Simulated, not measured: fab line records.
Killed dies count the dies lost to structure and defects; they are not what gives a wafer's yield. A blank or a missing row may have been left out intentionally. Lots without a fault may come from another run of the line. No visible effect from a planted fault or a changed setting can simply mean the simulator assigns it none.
Commonality check across tools || flow n5-finfet || 11 lots and 33 wafers in the sample

## REASON IT WAS OPENED
N5_BEOL_M8_THK_MEAS_01, reading M8_ILD_THK: flagged on 2 of 11 lots. Fault-free wafers read 154.4 nm, with a standard deviation of 1.8.
Rule: a lot is flagged when every wafer of it that has a number lies more than 4 standard deviations from that mean, or none has a number. The rest of the lots are taken to be sound.

{"lot": "L795", "measured": "day 9 06:16", "on": "film-metro-01", "M8_ILD_THK (nm), wafer by wafer": "156.8 154.8 155.4", "flag": ""}
{"lot": "L796", "measured": "day 9 13:38", "on": "film-metro-01", "M8_ILD_THK (nm), wafer by wafer": "152.6 153.4 154.8", "flag": ""}
{"lot": "L797", "measured": "day 9 21:59", "on": "film-metro-01", "M8_ILD_THK (nm), wafer by wafer": "151.6 152.0 153.9", "flag": ""}
{"lot": "L798", "measured": "day 10 15:55", "on": "film-metro-02", "M8_ILD_THK (nm), wafer by wafer": "152.6 152.2 155.0", "flag": ""}
{"lot": "L802", "measured": "day 11 09:04", "on": "film-metro-01", "M8_ILD_THK (nm), wafer by wafer": "155.3 152.2 156.2", "flag": ""}
{"lot": "L804", "measured": "day 11 23:16", "on": "film-metro-02", "M8_ILD_THK (nm), wafer by wafer": "155.8 157.3 157.1", "flag": ""}
{"lot": "L805", "measured": "day 12 08:59", "on": "film-metro-01", "M8_ILD_THK (nm), wafer by wafer": "152.5 154.6 157.3", "flag": ""}
{"lot": "L807", "measured": "day 12 11:11", "on": "film-metro-02", "M8_ILD_THK (nm), wafer by wafer": "153.7 151.4 151.4", "flag": ""}
{"lot": "L812", "measured": "day 13 19:22", "on": "film-metro-02", "M8_ILD_THK (nm), wafer by wafer": "173.9 176.3 178.2", "flag": "FLAGGED"}
{"lot": "L814", "measured": "day 14 06:23", "on": "film-metro-01", "M8_ILD_THK (nm), wafer by wafer": "174.1 176.9 175.6", "flag": "FLAGGED"}
{"lot": "L815", "measured": "day 14 09:00", "on": "film-metro-02", "M8_ILD_THK (nm), wafer by wafer": "153.9 154.9 156.0", "flag": ""}
Average over the flagged lots: 175.8 nm; offset from the usual +21.4 nm, equal to +12 standard deviations.

## WHICH TOOL RAN EACH LOT
The record holds 2 process steps before the reading, out of a route of 1938 steps. Cell contents, in order: the tool; ch with the chambers the sampled wafers went through; the start.
{"lot": "L795", "flag": "", "N5_BEOL_M7_DEGAS_44": "pvd-sputter-03, day 9 02:43", "N5_BEOL_M8_ILD_DEP_00": "pecvd-01 ch 0,2, day 9 05:10"}
{"lot": "L796", "flag": "", "N5_BEOL_M7_DEGAS_44": "pvd-sputter-03, day 9 10:08", "N5_BEOL_M8_ILD_DEP_00": "pecvd-01 ch 0,1, day 9 12:14"}
{"lot": "L797", "flag": "", "N5_BEOL_M7_DEGAS_44": "pvd-sputter-01, day 9 18:57", "N5_BEOL_M8_ILD_DEP_00": "pecvd-01 ch 1,2, day 9 21:18"}
{"lot": "L798", "flag": "", "N5_BEOL_M7_DEGAS_44": "pvd-sputter-01, day 10 13:22", "N5_BEOL_M8_ILD_DEP_00": "pecvd-04 ch 0,1, day 10 15:19"}
{"lot": "L802", "flag": "", "N5_BEOL_M7_DEGAS_44": "pvd-sputter-02, day 11 05:45", "N5_BEOL_M8_ILD_DEP_00": "pecvd-02 ch 0,2, day 11 08:29"}
{"lot": "L804", "flag": "", "N5_BEOL_M7_DEGAS_44": "pvd-sputter-01, day 11 20:54", "N5_BEOL_M8_ILD_DEP_00": "pecvd-01 ch 0,1,2, day 11 22:43"}
{"lot": "L805", "flag": "", "N5_BEOL_M7_DEGAS_44": "pvd-sputter-01, day 12 05:40", "N5_BEOL_M8_ILD_DEP_00": "pecvd-04 ch 0,1,2, day 12 08:24"}
{"lot": "L807", "flag": "", "N5_BEOL_M7_DEGAS_44": "pvd-sputter-01, day 12 07:56", "N5_BEOL_M8_ILD_DEP_00": "pecvd-01 ch 0,1,2, day 12 10:37"}
{"lot": "L812", "flag": "FLAGGED", "N5_BEOL_M7_DEGAS_44": "pvd-sputter-01, day 13 16:08", "N5_BEOL_M8_ILD_DEP_00": "pecvd-04 ch 0,1,2, day 13 18:19"}
{"lot": "L814", "flag": "FLAGGED", "N5_BEOL_M7_DEGAS_44": "pvd-sputter-01, day 14 03:11", "N5_BEOL_M8_ILD_DEP_00": "pecvd-04 ch 1,2, day 14 05:19"}
{"lot": "L815", "flag": "", "N5_BEOL_M7_DEGAS_44": "pvd-sputter-03, day 14 04:24", "N5_BEOL_M8_ILD_DEP_00": "pecvd-02 ch 0,1,2, day 14 07:57"}
What the steps here do:
- N5_BEOL_M7_DEGAS_44: time 60 s.
- N5_BEOL_M8_ILD_DEP_00: deposits SiCOH lowk from DEMS/porogen, target thk 179.75 nm, time 33.4 s.
- N5_BEOL_M8_THK_MEAS_01

## FLAGGED OVER TOTAL, TOOL BY TOOL (the gauges that took the reading come last)
{"step": "N5_BEOL_M7_DEGAS_44", "tool": "pvd-sputter-01", "lots run": 7, "flagged": 2, "share of the flagged lots": "all", "sound lots run after its first flagged lot": 0}
{"step": "N5_BEOL_M7_DEGAS_44", "tool": "pvd-sputter-02", "lots run": 1, "flagged": 0, "share of the flagged lots": "none", "sound lots run after its first flagged lot": "-"}
{"step": "N5_BEOL_M7_DEGAS_44", "tool": "pvd-sputter-03", "lots run": 3, "flagged": 0, "share of the flagged lots": "none", "sound lots run after its first flagged lot": "-"}
{"step": "N5_BEOL_M8_ILD_DEP_00", "tool": "pecvd-01", "lots run": 5, "flagged": 0, "share of the flagged lots": "none", "sound lots run after its first flagged lot": "-"}
{"step": "N5_BEOL_M8_ILD_DEP_00", "tool": "pecvd-02", "lots run": 2, "flagged": 0, "share of the flagged lots": "none", "sound lots run after its first flagged lot": "-"}
{"step": "N5_BEOL_M8_ILD_DEP_00", "tool": "pecvd-04", "lots run": 4, "flagged": 2, "share of the flagged lots": "all", "sound lots run after its first flagged lot": 0}
{"step": "N5_BEOL_M8_THK_MEAS_01", "tool": "film-metro-01", "lots run": 6, "flagged": 1, "share of the flagged lots": "some", "sound lots run after its first flagged lot": 0}
{"step": "N5_BEOL_M8_THK_MEAS_01", "tool": "film-metro-02", "lots run": 5, "flagged": 1, "share of the flagged lots": "some", "sound lots run after its first flagged lot": "1 (L815)"}

## WHAT IS ALLOWED BY THE TABLE
Every flagged lot went through 2 rows of the table: pvd-sputter-01 at N5_BEOL_M7_DEGAS_44 and pecvd-04 at N5_BEOL_M8_ILD_DEP_00.
- pvd-sputter-01 at N5_BEOL_M7_DEGAS_44: 2 of its 7 lots flagged. Its last sound lot is L807 (day 12 07:56), its first flagged lot L812 (day 13 16:08): a fault that began between those two fits.
- pecvd-04 at N5_BEOL_M8_ILD_DEP_00: 2 of its 4 lots flagged. Its last sound lot is L805 (day 12 08:24), its first flagged lot L812 (day 13 18:19): a fault that began between those two fits. Its own readings (susceptor-temp-C) fall more than 4 standard deviations out on all wafers of the flagged lots.
Counting lots can't tell these 2 tools apart, because each fits a fault that began at some hour. More lots, or a look at what each step does to the wafer, might.

## WHAT THE SIMULATOR PUT IN
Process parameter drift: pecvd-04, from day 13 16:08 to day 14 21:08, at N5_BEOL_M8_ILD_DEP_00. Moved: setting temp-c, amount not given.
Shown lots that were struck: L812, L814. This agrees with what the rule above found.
